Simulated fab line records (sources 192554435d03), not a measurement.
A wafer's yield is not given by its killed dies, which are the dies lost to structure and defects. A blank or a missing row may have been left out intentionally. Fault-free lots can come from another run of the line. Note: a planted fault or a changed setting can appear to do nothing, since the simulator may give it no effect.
Split-lot experiment :: flow n5 finfet :: route with 1938 steps; 7 lots, 39 wafers read

ON THE SPLIT
At N5_BEOL_M0_SAQP_DEVELOP_13 (develop time 30 s), the setting develop time s was moved away from the recipe's 30 s on 15 of the 39 wafers read, by -30.3% to +50.2%. For the rest of the wafers, this setting stayed at what the recipe calls for.

The file shows no step between the split and the reading.

THE READING
cd nm at N5_BEOL_M0_SAQP_CD_MEAS_14, given in nm (cd target 42.5 nm). Typical for fault-free wafers on this fab line: 42.6 nm, with standard deviation 0.3 nm.

wafer: L077.1
tool, chamber at the split: litho track-04, 0
develop time s as run, s: 30
against the recipe: recipe
cd nm, nm: 42.9
against lot-mates on the recipe: -

wafer: L077.2
tool, chamber at the split: litho track-04, 0
develop time s as run, s: 38.35
against the recipe: +27.8%
cd nm, nm: 42.5
against lot-mates on the recipe: -0.2

wafer: L077.3
tool, chamber at the split: litho track-04, 0
develop time s as run, s: 30
against the recipe: recipe
cd nm, nm: 42.3
against lot-mates on the recipe: -

wafer: L077.4
tool, chamber at the split: litho track-04, 0
develop time s as run, s: 38.35
against the recipe: +27.8%
cd nm, nm: 42.0
against lot-mates on the recipe: -0.7

wafer: L077.5
tool, chamber at the split: litho track-04, 0
develop time s as run, s: 30
against the recipe: recipe
cd nm, nm: 42.9
against lot-mates on the recipe: -

wafer: L077.6
tool, chamber at the split: litho track-04, 0
develop time s as run, s: 38.35
against the recipe: +27.8%
cd nm, nm: 42.4
against lot-mates on the recipe: -0.3

wafer: L082.1
tool, chamber at the split: litho track-04, 0
develop time s as run, s: 36.75
against the recipe: +22.5%
cd nm, nm: 42.1
against lot-mates on the recipe: -0.7

wafer: L082.2
tool, chamber at the split: litho track-04, 0
develop time s as run, s: 30
against the recipe: recipe
cd nm, nm: 43.1
against lot-mates on the recipe: -

wafer: L082.3
tool, chamber at the split: litho track-04, 0
develop time s as run, s: 36.75
against the recipe: +22.5%
cd nm, nm: 42.4
against lot-mates on the recipe: -0.4

wafer: L082.4
tool, chamber at the split: litho track-04, 0
develop time s as run, s: 30
against the recipe: recipe
cd nm, nm: 43.0
against lot-mates on the recipe: -

wafer: L082.5
tool, chamber at the split: litho track-04, 0
develop time s as run, s: 36.75
against the recipe: +22.5%
cd nm, nm: 42.1
against lot-mates on the recipe: -0.7

wafer: L082.6
tool, chamber at the split: litho track-04, 0
develop time s as run, s: 30
against the recipe: recipe
cd nm, nm: 42.4
against lot-mates on the recipe: -

wafer: L085.1
tool, chamber at the split: litho track-01, 0
develop time s as run, s: 30
against the recipe: recipe
cd nm, nm: 43.0
against lot-mates on the recipe: -

wafer: L085.2
tool, chamber at the split: litho track-01, 0
develop time s as run, s: 45.06
against the recipe: +50.2%
cd nm, nm: 41.0
against lot-mates on the recipe: -1.7

wafer: L085.3
tool, chamber at the split: litho track-01, 0
develop time s as run, s: 30
against the recipe: recipe
cd nm, nm: 42.7
against lot-mates on the recipe: -

wafer: L085.4
tool, chamber at the split: litho track-01, 0
develop time s as run, s: 45.06
against the recipe: +50.2%
cd nm, nm: 41.4
against lot-mates on the recipe: -1.3

wafer: L085.5
tool, chamber at the split: litho track-01, 0
develop time s as run, s: 45.06
against the recipe: +50.2%
cd nm, nm: 41.7
against lot-mates on the recipe: -1.0

wafer: L085.6
tool, chamber at the split: litho track-01, 0
develop time s as run, s: 30
against the recipe: recipe
cd nm, nm: 42.5
against lot-mates on the recipe: -

wafer: L087.1
tool, chamber at the split: litho track-01, 0
develop time s as run, s: 30
against the recipe: recipe
cd nm, nm: 42.9
against lot-mates on the recipe: -

wafer: L087.2
tool, chamber at the split: litho track-01, 0
develop time s as run, s: 30
against the recipe: recipe
cd nm, nm: 42.8
against lot-mates on the recipe: -

wafer: L087.3
tool, chamber at the split: litho track-01, 0
develop time s as run, s: 24.15
against the recipe: -19.5%
cd nm, nm: 43.3
against lot-mates on the recipe: +0.3

wafer: L087.4
tool, chamber at the split: litho track-01, 0
develop time s as run, s: 30
against the recipe: recipe
cd nm, nm: 43.2
against lot-mates on the recipe: -

wafer: L087.5
tool, chamber at the split: litho track-01, 0
develop time s as run, s: 24.15
against the recipe: -19.5%
cd nm, nm: 43.4
against lot-mates on the recipe: +0.4

wafer: L087.6
tool, chamber at the split: litho track-01, 0
develop time s as run, s: 24.15
against the recipe: -19.5%
cd nm, nm: 43.4
against lot-mates on the recipe: +0.4

wafer: L088.1
tool, chamber at the split: litho track-04, 0
develop time s as run, s: 20.92
against the recipe: -30.3%
cd nm, nm: 43.4
against lot-mates on the recipe: +1.2

wafer: L088.2
tool, chamber at the split: litho track-04, 0
develop time s as run, s: 30
against the recipe: recipe
cd nm, nm: 42.2
against lot-mates on the recipe: -

wafer: L088.3
tool, chamber at the split: litho track-04, 0
develop time s as run, s: 20.92
against the recipe: -30.3%
cd nm, nm: 43.2
against lot-mates on the recipe: +1.0

wafer: L088.4
tool, chamber at the split: litho track-04, 0
develop time s as run, s: 30
against the recipe: recipe
cd nm, nm: 42.3
against lot-mates on the recipe: -

wafer: L088.5
tool, chamber at the split: litho track-04, 0
develop time s as run, s: 30
against the recipe: recipe
cd nm, nm: 42.1
against lot-mates on the recipe: -

wafer: L088.6
tool, chamber at the split: litho track-04, 0
develop time s as run, s: 20.92
against the recipe: -30.3%
cd nm, nm: 43.3
against lot-mates on the recipe: +1.1

wafer: L092.1
tool, chamber at the split: litho track-05, 0
develop time s as run, s: 30
against the recipe: recipe
cd nm, nm: 42.0
against lot-mates on the recipe: -

wafer: L092.2
tool, chamber at the split: litho track-05, 0
develop time s as run, s: 30
against the recipe: recipe
cd nm, nm: 42.5
against lot-mates on the recipe: -

wafer: L092.5
tool, chamber at the split: litho track-05, 0
develop time s as run, s: 30
against the recipe: recipe
cd nm, nm: 42.6
against lot-mates on the recipe: -

wafer: L094.1
tool, chamber at the split: litho track-05, 0
develop time s as run, s: 30
against the recipe: recipe
cd nm, nm: 42.1
against lot-mates on the recipe: -

wafer: L094.2
tool, chamber at the split: litho track-05, 0
develop time s as run, s: 30
against the recipe: recipe
cd nm, nm: 42.8
against lot-mates on the recipe: -

wafer: L094.3
tool, chamber at the split: litho track-05, 0
develop time s as run, s: 30
against the recipe: recipe
cd nm, nm: 42.4
against lot-mates on the recipe: -

wafer: L094.4
tool, chamber at the split: litho track-05, 0
develop time s as run, s: 30
against the recipe: recipe
cd nm, nm: 42.5
against lot-mates on the recipe: -

wafer: L094.5
tool, chamber at the split: litho track-05, 0
develop time s as run, s: 30
against the recipe: recipe
cd nm, nm: 42.2
against lot-mates on the recipe: -

wafer: L094.6
tool, chamber at the split: litho track-05, 0
develop time s as run, s: 30
against the recipe: recipe
cd nm, nm: 42.5
against lot-mates on the recipe: -

THE FIT
A straight line over all 39 wafers: cd nm changes by -0.0231 nm for each +1% of develop time s; r = -0.82; the points scatter about the line by 0.32 nm.
The same after taking each lot's own level away (the mean of its wafers on the recipe; 39 wafers): -0.0269 nm for each +1%; r = -0.90; scatter 0.25 nm.
That fit puts the effect of the largest move of develop time s on the reading at 1.3 nm.
The span of the lots' own levels, 42.20 to 42.97 nm, comes to 2.6 times the standard deviation stated above.
In other words, the slope is changed by the lot-to-lot level; the two fits disagree.
Check: for one of the wafers moved furthest among these (+50.2%), held out of the fit, the line's prediction against its lot-mates is -1.23 nm. It came out at -1.73 nm against them.

ADDITIONAL SPLITS CARRIED BY THESE WAFERS
Note: prior to the reading, these wafers also went through further splits. Each is held against what the fit with the lots' levels taken away leaves over:
other split on the same wafers: N5_HKMG_FIN_ALD_72 ald cycles
wafers away from the commonest value: 15
r with cd nm (lot level and that fit taken away): +0.19

FILE'S OWN FIT
cd nm changes by -0.0262 nm for each +1% of develop time s, r = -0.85.
